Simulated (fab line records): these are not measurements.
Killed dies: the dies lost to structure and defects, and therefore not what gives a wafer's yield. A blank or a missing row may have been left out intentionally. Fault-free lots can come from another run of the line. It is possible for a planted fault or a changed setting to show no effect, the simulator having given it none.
Split-lot study :: flow n5 finfet :: route with 1938 steps; 7 lots, 39 wafers read

== ON THE SPLIT ==
At N5_BEOL_M13_ETCH_68 (etches SOC in N2/H2, time 355 s), the setting time s was moved away from the recipe's 355 s on 15 of the 39 wafers read, by -53.9% to +50.4%. All remaining wafers had this setting at the recipe value.

The split's own step is where the reading is taken.

== THE READING ==
SiARC_of_BEOL_M13_COAT_66.thk nm (the simulator's own value, which no gauge read), in nm, at N5_BEOL_M13_ETCH_68 (etches SOC in N2/H2, time 355 s). The file does not state a usual value for it. Here, 24 wafers ran the recipe; their average is 77.5 nm with a standard deviation of 0.59 nm.

wafer: L076.1
tool, chamber at the split: rie diel-03, 2
time s as run, s: 470.3
against the recipe: +32.5%
SiARC_of_BEOL_M13_COAT_66.thk nm, nm: 67.6
against lot-mates on the recipe: -10.0

wafer: L076.2
tool, chamber at the split: rie diel-03, 3
time s as run, s: 470.3
against the recipe: +32.5%
SiARC_of_BEOL_M13_COAT_66.thk nm, nm: 67.4
against lot-mates on the recipe: -10.2

wafer: L076.3
tool, chamber at the split: rie diel-03, 0
time s as run, s: 355
against the recipe: recipe
SiARC_of_BEOL_M13_COAT_66.thk nm, nm: 76.8
against lot-mates on the recipe: -

wafer: L076.4
tool, chamber at the split: rie diel-03, 3
time s as run, s: 355
against the recipe: recipe
SiARC_of_BEOL_M13_COAT_66.thk nm, nm: 77.8
against lot-mates on the recipe: -

wafer: L076.5
tool, chamber at the split: rie diel-03, 0
time s as run, s: 470.3
against the recipe: +32.5%
SiARC_of_BEOL_M13_COAT_66.thk nm, nm: 65.4
against lot-mates on the recipe: -12.2

wafer: L076.6
tool, chamber at the split: rie diel-03, 2
time s as run, s: 355
against the recipe: recipe
SiARC_of_BEOL_M13_COAT_66.thk nm, nm: 78.2
against lot-mates on the recipe: -

wafer: L075.1
tool, chamber at the split: rie diel-06, 0
time s as run, s: 273.2
against the recipe: -23.0%
SiARC_of_BEOL_M13_COAT_66.thk nm, nm: 84.8
against lot-mates on the recipe: +7.9

wafer: L075.2
tool, chamber at the split: rie diel-06, 1
time s as run, s: 273.2
against the recipe: -23.0%
SiARC_of_BEOL_M13_COAT_66.thk nm, nm: 85.2
against lot-mates on the recipe: +8.3

wafer: L075.3
tool, chamber at the split: rie diel-06, 3
time s as run, s: 355
against the recipe: recipe
SiARC_of_BEOL_M13_COAT_66.thk nm, nm: 77
against lot-mates on the recipe: -

wafer: L075.4
tool, chamber at the split: rie diel-06, 2
time s as run, s: 273.2
against the recipe: -23.0%
SiARC_of_BEOL_M13_COAT_66.thk nm, nm: 84.4
against lot-mates on the recipe: +7.5

wafer: L075.5
tool, chamber at the split: rie diel-06, 0
time s as run, s: 355
against the recipe: recipe
SiARC_of_BEOL_M13_COAT_66.thk nm, nm: 77.2
against lot-mates on the recipe: -

wafer: L075.6
tool, chamber at the split: rie diel-06, 3
time s as run, s: 355
against the recipe: recipe
SiARC_of_BEOL_M13_COAT_66.thk nm, nm: 76.6
against lot-mates on the recipe: -

wafer: L082.1
tool, chamber at the split: rie diel-03, 2
time s as run, s: 355
against the recipe: recipe
SiARC_of_BEOL_M13_COAT_66.thk nm, nm: 78.4
against lot-mates on the recipe: -

wafer: L082.2
tool, chamber at the split: rie diel-03, 1
time s as run, s: 355
against the recipe: recipe
SiARC_of_BEOL_M13_COAT_66.thk nm, nm: 77.4
against lot-mates on the recipe: -

wafer: L082.3
tool, chamber at the split: rie diel-03, 0
time s as run, s: 163.8
against the recipe: -53.9%
SiARC_of_BEOL_M13_COAT_66.thk nm, nm: 95
against lot-mates on the recipe: +17.1

wafer: L082.4
tool, chamber at the split: rie diel-03, 3
time s as run, s: 355
against the recipe: recipe
SiARC_of_BEOL_M13_COAT_66.thk nm, nm: 78
against lot-mates on the recipe: -

wafer: L082.5
tool, chamber at the split: rie diel-03, 0
time s as run, s: 163.8
against the recipe: -53.9%
SiARC_of_BEOL_M13_COAT_66.thk nm, nm: 94.8
against lot-mates on the recipe: +16.9

wafer: L082.6
tool, chamber at the split: rie diel-03, 1
time s as run, s: 163.8
against the recipe: -53.9%
SiARC_of_BEOL_M13_COAT_66.thk nm, nm: 95.2
against lot-mates on the recipe: +17.3

wafer: L085.1
tool, chamber at the split: rie diel-06, 1
time s as run, s: 533.9
against the recipe: +50.4%
SiARC_of_BEOL_M13_COAT_66.thk nm, nm: 62
against lot-mates on the recipe: -14.6

wafer: L085.2
tool, chamber at the split: rie diel-06, 0
time s as run, s: 533.9
against the recipe: +50.4%
SiARC_of_BEOL_M13_COAT_66.thk nm, nm: 60.8
against lot-mates on the recipe: -15.8

wafer: L085.6
tool, chamber at the split: rie diel-06, 0
time s as run, s: 533.9
against the recipe: +50.4%
SiARC_of_BEOL_M13_COAT_66.thk nm, nm: 60.8
against lot-mates on the recipe: -15.8

wafer: L085.3
tool, chamber at the split: rie diel-06, 2
time s as run, s: 355
against the recipe: recipe
SiARC_of_BEOL_M13_COAT_66.thk nm, nm: 76.2
against lot-mates on the recipe: -

wafer: L085.4
tool, chamber at the split: rie diel-06, 3
time s as run, s: 355
against the recipe: recipe
SiARC_of_BEOL_M13_COAT_66.thk nm, nm: 76.4
against lot-mates on the recipe: -

wafer: L085.5
tool, chamber at the split: rie diel-06, 1
time s as run, s: 355
against the recipe: recipe
SiARC_of_BEOL_M13_COAT_66.thk nm, nm: 77.2
against lot-mates on the recipe: -

wafer: L086.1
tool, chamber at the split: rie diel-03, 0
time s as run, s: 258
against the recipe: -27.3%
SiARC_of_BEOL_M13_COAT_66.thk nm, nm: 85.8
against lot-mates on the recipe: +8.1

wafer: L086.2
tool, chamber at the split: rie diel-03, 1
time s as run, s: 355
against the recipe: recipe
SiARC_of_BEOL_M13_COAT_66.thk nm, nm: 77.4
against lot-mates on the recipe: -

wafer: L086.6
tool, chamber at the split: rie diel-03, 1
time s as run, s: 355
against the recipe: recipe
SiARC_of_BEOL_M13_COAT_66.thk nm, nm: 77.4
against lot-mates on the recipe: -

wafer: L086.3
tool, chamber at the split: rie diel-03, 3
time s as run, s: 258
against the recipe: -27.3%
SiARC_of_BEOL_M13_COAT_66.thk nm, nm: 86.8
against lot-mates on the recipe: +9.1

wafer: L086.4
tool, chamber at the split: rie diel-03, 2
time s as run, s: 355
against the recipe: recipe
SiARC_of_BEOL_M13_COAT_66.thk nm, nm: 78.2
against lot-mates on the recipe: -

wafer: L086.5
tool, chamber at the split: rie diel-03, 0
time s as run, s: 258
against the recipe: -27.3%
SiARC_of_BEOL_M13_COAT_66.thk nm, nm: 86.2
against lot-mates on the recipe: +8.5

wafer: L091.1
tool, chamber at the split: rie diel-01, 2
time s as run, s: 355
against the recipe: recipe
SiARC_of_BEOL_M13_COAT_66.thk nm, nm: 78.4
against lot-mates on the recipe: -

wafer: L091.4
tool, chamber at the split: rie diel-01, 0
time s as run, s: 355
against the recipe: recipe
SiARC_of_BEOL_M13_COAT_66.thk nm, nm: 77.6
against lot-mates on the recipe: -

wafer: L091.5
tool, chamber at the split: rie diel-01, 0
time s as run, s: 355
against the recipe: recipe
SiARC_of_BEOL_M13_COAT_66.thk nm, nm: 78
against lot-mates on the recipe: -

wafer: L094.1
tool, chamber at the split: rie diel-06, 2
time s as run, s: 355
against the recipe: recipe
SiARC_of_BEOL_M13_COAT_66.thk nm, nm: 77.4
against lot-mates on the recipe: -

wafer: L094.5
tool, chamber at the split: rie diel-06, 2
time s as run, s: 355
against the recipe: recipe
SiARC_of_BEOL_M13_COAT_66.thk nm, nm: 77.4
against lot-mates on the recipe: -

wafer: L094.2
tool, chamber at the split: rie diel-06, 0,3
time s as run, s: 355
against the recipe: recipe
SiARC_of_BEOL_M13_COAT_66.thk nm, nm: 78
against lot-mates on the recipe: -

wafer: L094.4
tool, chamber at the split: rie diel-06, 0,3
time s as run, s: 355
against the recipe: recipe
SiARC_of_BEOL_M13_COAT_66.thk nm, nm: 78
against lot-mates on the recipe: -

wafer: L094.3
tool, chamber at the split: rie diel-06, 3
time s as run, s: 355
against the recipe: recipe
SiARC_of_BEOL_M13_COAT_66.thk nm, nm: 77.2
against lot-mates on the recipe: -

wafer: L094.6
tool, chamber at the split: rie diel-06, 0
time s as run, s: 355
against the recipe: recipe
SiARC_of_BEOL_M13_COAT_66.thk nm, nm: 77.6
against lot-mates on the recipe: -
Where a row lists several chambers, the file gives one row for several wafers and doesn't say which wafer went through which chamber.

THE FIT
A straight line over all 39 wafers: SiARC_of_BEOL_M13_COAT_66.thk nm changes by -0.324 nm for each +1% of time s; r = -1.00; the points scatter about the line by 0.6 nm.
The same after taking each lot's own level away (the mean of its wafers on the recipe; 39 wafers): -0.317 nm for each +1%; r = -1.00; scatter 0.55 nm.
The reading moves by 17 nm for the largest change in time s, on that fit.
Measured against the standard deviation above, the lots' own levels, which go from 76.60 to 78.00 nm, span 2.4 times it.
So the lot-to-lot level changes the slope little: the two slopes agree.
Check: for one of the wafers moved furthest among these (-53.9%), held out of the fit, the line's prediction against its lot-mates is +17.1 nm. Against them it came out at +17.1 nm.

== FURTHER SPLITS ON THESE WAFERS ==
Note: prior to the reading, these wafers also went through further splits. Each is held against what the fit with the lots' levels taken away leaves over:
other split on the same wafers: N5_BEOL_M9_ETCH_62 time s
wafers away from the commonest value: 15
r with SiARC_of_BEOL_M13_COAT_66.thk nm (lot level and that fit taken away): -0.15

== THE FILE'S OWN FIT ==
SiARC_of_BEOL_M13_COAT_66.thk nm changes by -0.317 nm for each +1% of time s, r = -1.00.
